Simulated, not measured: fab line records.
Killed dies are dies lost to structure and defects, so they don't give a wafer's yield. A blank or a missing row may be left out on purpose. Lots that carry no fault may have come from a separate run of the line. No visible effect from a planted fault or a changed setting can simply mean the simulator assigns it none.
Struck lot and sound lot, side by side + flow n5_finfet + 25 out of 1938 route steps
Sound: these wafers, L580.2, L580.4, L580.6. Wafers struck: L598.2, L598.4, L598.6. The cause is named last.
Per side, at each step with rows, come the tool, then ch with its chambers, and then its first start. Under that, the readings that differ: sound wafers + struck wafers + difference of the means + sigmas: that difference in standard deviations of wafers without a fault.
alike: readings whose means differ by less than 2 such deviations, and words and numbers that are the same on both sides. not compared: withheld readings, readings that some wafer has no value for, bounds like >300 that may hide the same value, and numbers for which the record gives no deviation and whose values overlap.
The two part at a step that has a row with sigmas, a row that says differs or no value, or rows on one side only. Non-overlapping numbers with no deviation appear without sigmas and do not part them. A reading that every wafer of one side lacks parts them only if that side has two wafers or more.

first, 11 steps without rows for these wafers: N5_BEOL_M15_VIA_ETCH_16 (etches SiO2 in C4F8/O2/Ar, target depth 1792.2 nm); N5_BEOL_M15_STRIP_63 (strips in O2); N5_BEOL_M15_STRIP_64 (strips in O2); N5_BEOL_M15_STRIP_65 (strips in post etch residue remover, time 60 s); N5_BEOL_M15_SRD_66 (time 30 s, dry time 30 s); N5_BEOL_M15_COAT_56 (time 60 s, resist thk 550 nm); N5_BEOL_M15_ETCH_57 (etches SOC in N2/H2, time 750 s); N5_BEOL_M15_COAT_60 (time 60 s, resist thk 89 nm); N5_BEOL_M15_COAT_22 (resist thk 800 nm); N5_BEOL_M15_EBR_24; N5_BEOL_M15_SOFTBAKE_23 (time 60 s).
N5_BEOL_M15_EXPOSE_25: exposes mask M15, target cd 400 nm.
  sound on krf_scanner-01 ch 0, day 12 02:51; struck on krf_scanner-01 ch 0, day 16 17:18
| reading              | sound             | struck            | difference | sigmas |
|----------------------|-------------------|-------------------|------------|--------|
| exposure_dose_mJ_cm2 | 35.46 35.50 35.51 | 33.76 33.77 33.82 | -1.71      | -50    |
  alike: mask
then, 3 steps without rows for these wafers: N5_BEOL_M15_PEB_26 (peb time 90 s); N5_BEOL_M15_DEVELOP_27 (develop time 45 s); N5_BEOL_M15_HARDBAKE_32 (time 120 s).
N5_BEOL_M15_CD_MEAS_28: the cd target is 407.6 nm.
  sound on cd_sem-02 ch 0, day 12 03:01; struck on cd_sem-02 ch 0, day 16 17:28
| reading    | sound             | struck            | difference | sigmas |
|------------|-------------------|-------------------|------------|--------|
| cd_nm (nm) | 407.5 406.9 408.6 | 400.3 399.1 398.2 | -8.5       | -5     |
N5_BEOL_M15_DESCUM_33: chemistry O2, time 7.9 s.
  sound on rie_diel-01 ch 0,1, day 12 03:14; struck on rie_diel-06 ch 1,2,3, day 16 17:34
| reading                   | sound             | struck            | difference | sigmas |
|---------------------------|-------------------|-------------------|------------|--------|
| throttle_valve_pct (%)    | 20.81 20.72 20.81 | 20.25 20.23 20.41 | -0.48      | -2     |
| model.BEOL_M15.cd_nm (nm) | 407 406.8 408.6   | 400.2 399.2 398.2 | -8.3       |        |
  alike: chamber_pressure_mTorr, drypump_motor_current_A, oes_product_au, rf_vpp_V, showerhead_plenum_p_Torr
  not compared: rf_hours_counter_h
then, 5 steps without rows for these wafers: N5_BEOL_M15_ETCH_61 (etches BARC in N2/H2, target depth 89 nm, overetch 26.7 nm, time 67.9 s); N5_BEOL_M15_TRENCH_ETCH_34 (etches SiO2 in C4F8/O2/Ar, target depth 872.93 nm, time 199 s); N5_BEOL_M15_STRIP_36 (strips in O2); N5_BEOL_M15_STRIP_62 (strips in O2); N5_BEOL_M15_STRIP_37 (strips in O2).
N5_BEOL_M15_ETCH_38: etches SiCN in CF4/N2, target depth 106.4 nm, time 120.5 s.
  sound on rie_diel-04 ch 0,1,2; struck on rie_diel-06 ch 0,1,2
| reading                   | sound           | struck          | difference | sigmas |
|---------------------------|-----------------|-----------------|------------|--------|
| model.BEOL_M15.cd_nm (nm) | 399.4 399 400.8 | 393 390.2 391.2 | -8         |        |
  alike: chamber_pressure_mTorr, drypump_motor_current_A, oes_product_au, rf_vpp_V, showerhead_plenum_p_Torr, throttle_valve_pct
  not compared: rf_hours_counter_h
then, 1 step without rows for these wafers: N5_BEOL_M15_PRECLEAN_39 (cleans in residue remover, time 60 s).
N5_PASSIVATION_PROBE_49:
  sound on prober-01 at day 12 21:28; struck on prober-02 at day 17 15:41
  alike: defect_limited_yield, killed_at_M0_to_M3, killed_at_M4_up, killed_at_contacts, killed_at_front_end, killed_at_other, killed_dies, killed_open, killed_short, sort_bin_5_function, sort_bin_6_memory, sort_n_pass, sort_yield_pct

== WHERE THEY PART ==
Last at N5_BEOL_M15_DESCUM_33 as far as this record goes, first at N5_BEOL_M15_EXPOSE_25. Later steps at which nothing parts them and some readings are alike: N5_BEOL_M15_ETCH_38, N5_PASSIVATION_PROBE_49.

WHY: the cause the simulator had injected
Process parameters drifting: krf_scanner-01 at N5_BEOL_M15_EXPOSE_25, beginning at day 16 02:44. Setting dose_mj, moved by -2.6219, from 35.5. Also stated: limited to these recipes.
